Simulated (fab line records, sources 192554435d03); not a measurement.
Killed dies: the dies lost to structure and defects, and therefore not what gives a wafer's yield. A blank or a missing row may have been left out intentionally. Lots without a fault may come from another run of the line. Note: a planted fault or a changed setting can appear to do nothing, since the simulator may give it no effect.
Lot-split experiment | flow n5_finfet | 21 wafers read from 7 lots, route of 1938 steps

== ON THE SPLIT ==
At N5_MIM_BOT_LITHO_DEVELOP_07 (develop time 60 s), the setting develop_time_s was moved away from the recipe's 60 s on 6 of the 21 wafers read, by -6.9% to +13.5%. This setting was run at the recipe's value on the other wafers.

== THE PATH FROM SPLIT TO READING: the file shows 1 step between them ==
- N5_MIM_BOT_LITHO_HARDBAKE_09: time 120 s

== THE READING ==
cd_nm (nm) at N5_MIM_BOT_LITHO_CD_MEAS_08, where the cd target is 3000 nm. Typical for fault-free wafers on this fab line: 3000.2 nm, with standard deviation 1.1 nm.

wafer  | tool, chamber at the split | develop_time_s as run, s | against the recipe | cd_nm, nm | against lot-mates on the recipe
L074.2 | litho_track-04, 0          | 55.84                    | -6.9%              | 2998.9    | -2.2
L074.3 | litho_track-04, 0          | 55.84                    | -6.9%              | 2999.2    | -1.9
L074.5 | litho_track-04, 0          | 60                       | recipe             | 3001.1    | -
L078.3 | litho_track-02, 0          | 68.12                    | +13.5%             | 3005.5    | +4.4
L078.5 | litho_track-02, 0          | 68.12                    | +13.5%             | 3004.3    | +3.2
L078.6 | litho_track-02, 0          | 60                       | recipe             | 3001.1    | -
L082.3 | litho_track-04, 0          | 60                       | recipe             | 2999.4    | -
L082.5 | litho_track-04, 0          | 60                       | recipe             | 2999.7    | -
L082.6 | litho_track-04, 0          | 60                       | recipe             | 2999.6    | -
L085.1 | litho_track-02, 0          | 60                       | recipe             | 2999.1    | -
L085.2 | litho_track-02, 0          | 60                       | recipe             | 2999.4    | -
L085.6 | litho_track-02, 0          | 60                       | recipe             | 3000.3    | -
L090.2 | litho_track-04, 0          | 60                       | recipe             | 2999.4    | -
L090.4 | litho_track-04, 0          | 67.07                    | +11.8%             | 3003.6    | +4.2
L090.5 | litho_track-04, 0          | 67.07                    | +11.8%             | 3002.3    | +2.9
L091.2 | litho_track-04, 0          | 60                       | recipe             | 2999.9    | -
L091.3 | litho_track-04, 0          | 60                       | recipe             | 3000.1    | -
L091.5 | litho_track-04, 0          | 60                       | recipe             | 2999.4    | -
L094.3 | litho_track-02, 0          | 60                       | recipe             | 3001.4    | -
L094.4 | litho_track-02, 0          | 60                       | recipe             | 3000.8    | -
L094.5 | litho_track-02, 0          | 60                       | recipe             | 3001.7    | -

FIT RESULTS
A straight line over all 21 wafers: cd_nm changes by +0.277 nm for each +1% of develop_time_s; r = +0.88; the points scatter about the line by 0.89 nm.
The same after taking each lot's own level away (the mean of its wafers on the recipe; 21 wafers): +0.291 nm for each +1%; r = +0.97; scatter 0.41 nm.
The reading moves by 3.9 nm for the largest change in develop_time_s, on that fit.
The lots' own levels span 2999.40 to 3001.30 nm, that is 1.7 times the standard deviation above.
Consequently the slope shifts little with the lot-to-lot level, the two slopes agreeing.
Check: +3.77 nm against its lot-mates is what the line predicts for one of the wafers moved furthest among these (+13.5%) when that wafer is left out of the fit. Against them it came out at +4.4 nm.

== THESE WAFERS: OTHER SPLITS ==
Other splits were also applied to these wafers ahead of the reading. Each is held against what the fit with the lots' levels taken away leaves over:
other split on the same wafers  | wafers away from the commonest value | r with cd_nm (lot level and that fit taken away)
N5_BEOL_M15_COAT_22 spin_rpm    | 5                                    | -0.42
N5_MIM_TOP_ETCH_PECVD_03 time_s | 11                                   | +0.08

== THE WHOLE CHAIN: every reading that the file lists as answering this split, in the file's order ==
step                        | what it does                                     | reading                                                                               | change (the file's fit)                                                                     | r (the file's)
N5_MIM_BOT_LITHO_CD_MEAS_08 | target cd 3000 nm                                | cd_nm                                                                                 | +0.292 nm for each +1% of the setting                                                       | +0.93
N5_MIM_BOT_ETCH_STRIP_02    | strips in post etch residue remover, time 1200 s | SiNx_of_MIM_TOP_ETCH_PECVD_03.thk_nm (the simulator's own value, which no gauge read) | +0.0502 nm for each +1% of the setting, in a fit together with time_s@MIM_TOP_ETCH_PECVD_03 | 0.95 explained

== FILE'S OWN FIT ==
cd_nm changes by +0.292 nm for each +1% of develop_time_s, r = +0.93.
